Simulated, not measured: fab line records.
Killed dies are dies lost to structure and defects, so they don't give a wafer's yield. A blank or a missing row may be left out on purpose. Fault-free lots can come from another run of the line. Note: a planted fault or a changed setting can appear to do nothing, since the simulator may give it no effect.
Which tool was responsible? -- flow nand_harc -- 11 lots with 33 wafers sampled at 6 steps, on a route of 1302 steps

## WHAT EACH GAUGE READ, for each wafer
NHARC_A_SLIT_CD_MEAS_21. Usual: cd_nm reads 289.2 nm (standard deviation 1.3).
lot,measured,on,cd_nm (nm),flag
L323,day 20 09:22,cd_sem-03,288.1 287.4 286.4,
L325,day 20 23:20,cd_sem-02,288.0 289.2 290.2,
L327,day 21 11:41,cd_sem-02,289.3 287.1 287.9,
L329,day 22 11:00,cd_sem-01,290.1 290.2 289.9,
L328,day 22 14:45,cd_sem-03,290.8 291.0 288.4,
L330,day 22 22:47,cd_sem-01,290.5 290.9 290.1,
L332,day 23 13:31,cd_sem-02,290.2 290.2 289.9,
L334,day 24 06:46,cd_sem-02,288.8 289.5 290.7,
L336,day 24 20:43,cd_sem-02,286.9 286.7 289.0,
L340,day 26 18:39,cd_sem-03,288.4 290.4 288.6,
L344,day 28 19:35,cd_sem-02,285.5 283.0 284.4,OFF

NHARC_END_SORT_01. Usual: killed_at_array 58, standard deviation 22; killed_at_other 1.0, standard deviation 1.3; killed_at_periphery 5, standard deviation 3.4; killed_dies 64, standard deviation 22; killed_open 3.6, standard deviation 1.8; killed_short 2.4, standard deviation 1.7.
lot,measured,on,killed_at_array,killed_at_other,killed_at_periphery,killed_dies,killed_open,killed_short,flag
L323,day 24 19:07,prober-01,72 67 59,0 0 0,2 1 2,74 68 61,6 2 2,3 1 3,
L325,day 25 05:29,prober-01,55 50 55,0 1 1,3 0 1,58 51 57,4 1 4,2 1 4,
L327,day 25 17:38,prober-01,36 28 27,4 2 5,9 13 9,49 43 41,5 2 2,3 2 3,
L329,day 26 22:16,prober-02,40 41 64,2 0 1,12 5 9,54 46 74,1 5 6,3 1 4,
L328,day 27 06:52,prober-01,34 27 34,4 2 0,4 8 3,42 37 37,8 6 4,1 2 3,
L330,day 27 11:55,prober-02,77 77 80,0 1 1,4 2 2,81 80 83,4 2 4,2 1 6,
L332,day 28 00:34,prober-02,52 49 60,4 2 2,3 5 2,59 56 64,2 1 2,0 2 0,
L334,day 28 19:41,prober-01,32 34 43,1 0 0,5 7 4,38 41 47,5 4 4,2 2 0,
L336,day 29 05:26,prober-02,102 89 98,0 0 0,3 1 3,105 90 101,2 1 4,4 1 0,
L340,day 31 03:25,prober-02,66 80 64,1 0 0,11 8 6,78 88 70,3 8 3,1 0 3,
L344,day 33 03:52,prober-02,26 27 28,1 0 1,3 3 3,30 30 32,4 2 4,6 4 3,

## WHAT TOOL EACH LOT RAN ON (gives the tool, then ch and the chambers of the sampled wafers, and finally the start)
lot,NHARC_A_SLIT_ETCH_24,NHARC_A_SLIT_ETCH_17,NHARC_A_SLIT_ETCH_26,NHARC_A_WL_FILL_ALD_00
L323,"rie_diel-13 ch 0,2, day 20 02:59","har_etch-01 ch 0,1, day 20 05:35","har_etch-01 ch 0,1, day 20 08:01","ald_hk-01 ch 0,2,3, day 20 16:07"
L325,"rie_diel-08 ch 1,2, day 20 17:08","har_etch-02 ch 0,1, day 20 18:18","har_etch-02 ch 0,1, day 20 21:55","ald_hk-03 ch 1,3, day 21 06:02"
L327,"rie_diel-13 ch 0,1,3, day 21 05:27","har_etch-02 ch 0, day 21 07:13","har_etch-02 ch 0, day 21 10:16","ald_hk-04 ch 1,2,3, day 21 18:30"
L329,"rie_diel-06 ch 0,1,3, day 22 04:44","har_etch-02 ch 0,1, day 22 05:54","har_etch-02 ch 0,1, day 22 09:32","ald_hk-03 ch 0,2,3, day 22 17:41"
L328,"rie_diel-08 ch 0,2,3, day 22 04:54","har_etch-02 ch 0,1, day 22 09:43","har_etch-02 ch 0,1, day 22 13:20","ald_hk-04 ch 0,2,3, day 22 22:23"
L330,"rie_diel-06 ch 0,2, day 22 12:43","har_etch-02 ch 0,1, day 22 18:17","har_etch-02 ch 0,1, day 22 21:24","ald_hk-03 ch 0,2, day 23 05:33"
L332,"rie_diel-08 ch 1,2,3, day 23 07:18","har_etch-02 ch 0,1, day 23 09:41","har_etch-02 ch 0,1, day 23 12:10","ald_hk-01 ch 1,2,3, day 23 19:08"
L334,"rie_diel-06 ch 1,2,3, day 24 00:16","har_etch-02 ch 0,1, day 24 02:17","har_etch-02 ch 0,1, day 24 05:22","ald_hk-03 ch 0,3, day 24 13:27"
L336,"rie_diel-13 ch 0,1,3, day 24 14:28","har_etch-01 ch 1, day 24 16:15","har_etch-01 ch 1, day 24 19:20","ald_hk-04 ch 0,1,3, day 25 03:29"
L340,"rie_diel-06 ch 0,1,3, day 26 12:30","har_etch-02 ch 0,1, day 26 13:40","har_etch-02 ch 0,1, day 26 17:14","ald_hk-04 ch 1,2,3, day 27 01:24"
L344,"rie_diel-08 ch 0,2,3, day 28 12:05","har_etch-02 ch 0,1, day 28 14:26","har_etch-02 ch 0,1, day 28 18:08","ald_hk-04 ch 0,1,2, day 29 01:24"
- NHARC_A_SLIT_ETCH_24: etches the open film in CF4/CHF3, target depth 121 nm, time 60.5 s.
- NHARC_A_SLIT_ETCH_17: etches the open film in C4F8/O2/Ar, time 4254.5 s, target depth 20300 nm.
- NHARC_A_SLIT_ETCH_26: etches the open film in C4F8/O2/Ar, time 90 s, target depth 400 nm.
- NHARC_A_WL_FILL_ALD_00: deposits Al2O3, target thk 3 nm, pulse time 3 s, ald cycles 30.

## AS READ BY THE TOOLS THEMSELVES (means over the sampled wafers that have a number; for cases with no such wafer, the mark the record gives instead)
NHARC_A_SLIT_ETCH_24. Usual: chf3_flow_sccm 30.00 sccm, standard deviation 0.096; drypump_motor_current_A 6.0 A, standard deviation 0.45; oes_product_au 0.959 a.u., standard deviation 0.018; rf_vpp_V 370.1 V, standard deviation 2.2; showerhead_plenum_p_Torr 1.56 Torr, standard deviation 0.063; throttle_valve_pct 16.802 %, standard deviation 0.01.
lot,tool,chf3_flow_sccm (sccm),drypump_motor_current_A (A),oes_product_au (a.u.),rf_vpp_V (V),showerhead_plenum_p_Torr (Torr),throttle_valve_pct (%),flag
L323,rie_diel-13,30.01,6.1,0.967,369.6,1.57,16.802,
L325,rie_diel-08,29.92,5.5,0.960,369.9,1.54,16.800,
L327,rie_diel-13,30.03,6.1,0.954,371.6,1.62,16.802,
L329,rie_diel-06,30.01,6.2,0.955,368.2,1.52,16.804,
L328,rie_diel-08,29.95,5.6,0.966,370.5,1.57,16.802,
L330,rie_diel-06,29.98,6.6,0.961,368.3,1.52,16.803,
L332,rie_diel-08,29.96,5.5,0.921,369.1,1.53,16.800,
L334,rie_diel-06,29.99,6.3,0.952,369.5,1.53,16.799,
L336,rie_diel-13,29.99,6.1,0.960,372.5,1.62,16.810,
L340,rie_diel-06,29.96,6.1,0.949,369.3,1.51,16.803,
L344,rie_diel-08,29.99,5.6,0.958,371.1,1.57,16.792,

NHARC_A_SLIT_ETCH_17. Usual: drypump_motor_current_A 5.5 A, standard deviation 0.45; he_backside_leak_sccm 6.3 sccm, standard deviation 0.92; showerhead_plenum_p_Torr 3.68 Torr, standard deviation 0.13; throttle_valve_pct 32.047 %, standard deviation 0.009.
lot,tool,drypump_motor_current_A (A),he_backside_leak_sccm (sccm),showerhead_plenum_p_Torr (Torr),throttle_valve_pct (%),flag
L323,har_etch-01,6.0,6.3,3.61,32.053,
L325,har_etch-02,5.3,5.5,3.83,32.040,
L327,har_etch-02,5.1,5.6,3.68,32.047,
L329,har_etch-02,5.2,5.4,3.75,32.048,
L328,har_etch-02,5.2,5.5,3.75,32.048,
L330,har_etch-02,5.2,5.4,3.74,32.045,
L332,har_etch-02,5.3,5.4,3.81,32.051,
L334,har_etch-02,5.3,5.5,3.81,32.051,
L336,har_etch-01,6.3,7.1,3.54,32.042,
L340,har_etch-02,5.2,6.0,3.72,32.051,
L344,har_etch-02,5.3,5.8,3.77,32.050,

NHARC_A_SLIT_ETCH_26. Usual: drypump_motor_current_A 5.5 A, standard deviation 0.45; he_backside_leak_sccm 6.3 sccm, standard deviation 0.93; showerhead_plenum_p_Torr 3.71 Torr, standard deviation 0.14; throttle_valve_pct 27.619 %, standard deviation 0.01.
lot,tool,drypump_motor_current_A (A),he_backside_leak_sccm (sccm),showerhead_plenum_p_Torr (Torr),throttle_valve_pct (%),flag
L323,har_etch-01,6.0,6.9,3.63,27.617,
L325,har_etch-02,5.3,5.6,3.87,27.607,
L327,har_etch-02,5.1,5.7,3.71,27.618,
L329,har_etch-02,5.2,5.6,3.78,27.616,
L328,har_etch-02,5.2,5.6,3.78,27.615,
L330,har_etch-02,5.2,5.5,3.78,27.628,
L332,har_etch-02,5.3,5.6,3.85,27.618,
L334,har_etch-02,5.3,5.7,3.84,27.612,
L336,har_etch-01,6.3,7.3,3.57,27.619,
L340,har_etch-02,5.2,5.8,3.75,27.609,
L344,har_etch-02,5.3,5.9,3.80,27.613,

NHARC_A_WL_FILL_ALD_00. Usual: heater_power_w 485 W, standard deviation 32; precursor_pulse_height_rel 0.997, standard deviation 0.019.
lot,tool,heater_power_w (W),precursor_pulse_height_rel,flag
L323,ald_hk-01,499,0.987,
L325,ald_hk-03,511,1.005,
L327,ald_hk-04,485,1.006,
L329,ald_hk-03,482,1.008,
L328,ald_hk-04,498,1.004,
L330,ald_hk-03,467,1.003,
L332,ald_hk-01,488,0.987,
L334,ald_hk-03,507,0.998,
L336,ald_hk-04,489,1.002,
L340,ald_hk-04,482,0.985,
L344,ald_hk-04,479,0.999,

## THE ANSWER, worked out from the rows above alone
Rule: a lot counts as off when the mean over its wafers that have a number is more than 3 standard deviations away from the usual mean. Also off: a lot with no number at a reading for which 4 or more lots have one. All remaining lots with rows at the step are treated as sound. After the gauges, taken in route order, come the tools' own readings; for these a lot's mean is taken, as printed above. At the first step where some lot is off, the reading lying furthest off is the one used; lots without a number count as furthest.
Off: L344 (NHARC_A_SLIT_CD_MEAS_21, cd_nm).
A tool fits if, at a process step before that reading, it ran every lot that is off, and no sound lot after the first of them. Gauges at NHARC_A_SLIT_CD_MEAS_21: tried the same way as those tools. Can't be told from this: 3 tools fit, rie_diel-08 at NHARC_A_SLIT_ETCH_24, har_etch-02 at NHARC_A_SLIT_ETCH_17 and NHARC_A_SLIT_ETCH_26, cd_sem-02 at NHARC_A_SLIT_CD_MEAS_21.

## WHAT THE SIMULATOR HAD INSERTED
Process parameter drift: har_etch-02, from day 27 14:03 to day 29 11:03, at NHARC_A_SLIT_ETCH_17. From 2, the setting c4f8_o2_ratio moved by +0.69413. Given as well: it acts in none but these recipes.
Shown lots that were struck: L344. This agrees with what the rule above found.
